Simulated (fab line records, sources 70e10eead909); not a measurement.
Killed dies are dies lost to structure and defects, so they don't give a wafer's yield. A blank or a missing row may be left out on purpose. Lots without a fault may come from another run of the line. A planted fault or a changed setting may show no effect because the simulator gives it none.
Tool commonality check | flow nand_harc | 3 lots, 9 wafers sampled

WHY IT WAS OPENED
At NHARC_END_SORT_01 the reading killed_at_array is flagged on 2 of 3 lots. Wafers without a fault read 55, standard deviation 22.
Rule: a lot is flagged when every wafer of it that has a number lies more than 4 standard deviations from that mean, or none has a number. The other lots count as sound.

lot  | measured     | on        | killed_at_array, wafer by wafer | flag
L874 | day 26 09:32 | prober-01 | 66 48 47                        |
L882 | day 30 09:01 | prober-01 | 670 671 664                     | FLAGGED
L884 | day 30 16:48 | prober-02 | 669 674 675                     | FLAGGED
The numbers of the flagged lots are 670 on average: +616 against the usual, or +28 standard deviations.

WHICH TOOL RAN EACH LOT
The record holds 4 process steps before the reading, out of a route of 1302 steps. In each cell: the tool, then ch and the chambers that the sampled wafers went through, then the start.
lot  | flag    | NHARC_A_CONTACT_ETCH_49                       | NHARC_A_CONTACT_ETCH_111             | NHARC_A_CONTACT_ETCH_112             | NHARC_A_CONTACT_ETCH_115
L874 |         | rie_diel-06 ch 0,1, day 23 10:28 or earlier   | har_cap_etch-01 ch 0,1, day 23 10:28 | har_cap_etch-01 ch 0,1, day 23 10:40 | har_cap_etch-01 ch 0,1, day 23 11:10
L882 | FLAGGED | rie_diel-13 ch 0,3, day 27 05:58 or earlier   | har_cap_etch-03 ch 0,1, day 27 05:58 | har_cap_etch-03 ch 0,1, day 27 06:10 | har_cap_etch-03 ch 0,1, day 27 06:40
L884 | FLAGGED | rie_diel-12 ch 0,2,3, day 27 14:38 or earlier | har_cap_etch-02 ch 0,1, day 27 14:38 | har_cap_etch-02 ch 0,1, day 27 14:54 | har_cap_etch-02 ch 0,1, day 27 15:35
What these steps do:
- NHARC_A_CONTACT_ETCH_49: etches the open film in N2/H2, target depth 260 nm, time 475.3 s.
- NHARC_A_CONTACT_ETCH_111: etches the open film in C4F8/O2/Ar, time 140 s, target depth 700 nm.
- NHARC_A_CONTACT_ETCH_112: etches the open film in C4F8/O2/Ar, time 190 s, target depth 1850 nm.
- NHARC_A_CONTACT_ETCH_115: etches the open film in C4F8/O2/Ar, time 190 s, target depth 1850 nm.
- NHARC_END_SORT_01

FLAGGED OVER TOTAL, TOOL BY TOOL (the gauges that took the reading come last)
step                     | tool            | lots run | flagged | share of the flagged lots | sound lots run after its first flagged lot
NHARC_A_CONTACT_ETCH_49  | rie_diel-06     | 1        | 0       | none                      | -
NHARC_A_CONTACT_ETCH_49  | rie_diel-12     | 1        | 1       | some                      | 0
NHARC_A_CONTACT_ETCH_49  | rie_diel-13     | 1        | 1       | some                      | 0
NHARC_A_CONTACT_ETCH_111 | har_cap_etch-01 | 1        | 0       | none                      | -
NHARC_A_CONTACT_ETCH_111 | har_cap_etch-02 | 1        | 1       | some                      | 0
NHARC_A_CONTACT_ETCH_111 | har_cap_etch-03 | 1        | 1       | some                      | 0
NHARC_A_CONTACT_ETCH_112 | har_cap_etch-01 | 1        | 0       | none                      | -
NHARC_A_CONTACT_ETCH_112 | har_cap_etch-02 | 1        | 1       | some                      | 0
NHARC_A_CONTACT_ETCH_112 | har_cap_etch-03 | 1        | 1       | some                      | 0
NHARC_A_CONTACT_ETCH_115 | har_cap_etch-01 | 1        | 0       | none                      | -
NHARC_A_CONTACT_ETCH_115 | har_cap_etch-02 | 1        | 1       | some                      | 0
NHARC_A_CONTACT_ETCH_115 | har_cap_etch-03 | 1        | 1       | some                      | 0
NHARC_END_SORT_01        | prober-01       | 2        | 1       | some                      | 0
NHARC_END_SORT_01        | prober-02       | 1        | 1       | some                      | 0
NHARC_A_CONTACT_ETCH_49 gives no start for some lots, so the hours and the order of its lots are those of NHARC_A_CONTACT_ETCH_111.

WHAT THE TABLE ALLOWS
No row of the table ran every flagged lot.

WHAT THE SIMULATOR HAD PUT IN
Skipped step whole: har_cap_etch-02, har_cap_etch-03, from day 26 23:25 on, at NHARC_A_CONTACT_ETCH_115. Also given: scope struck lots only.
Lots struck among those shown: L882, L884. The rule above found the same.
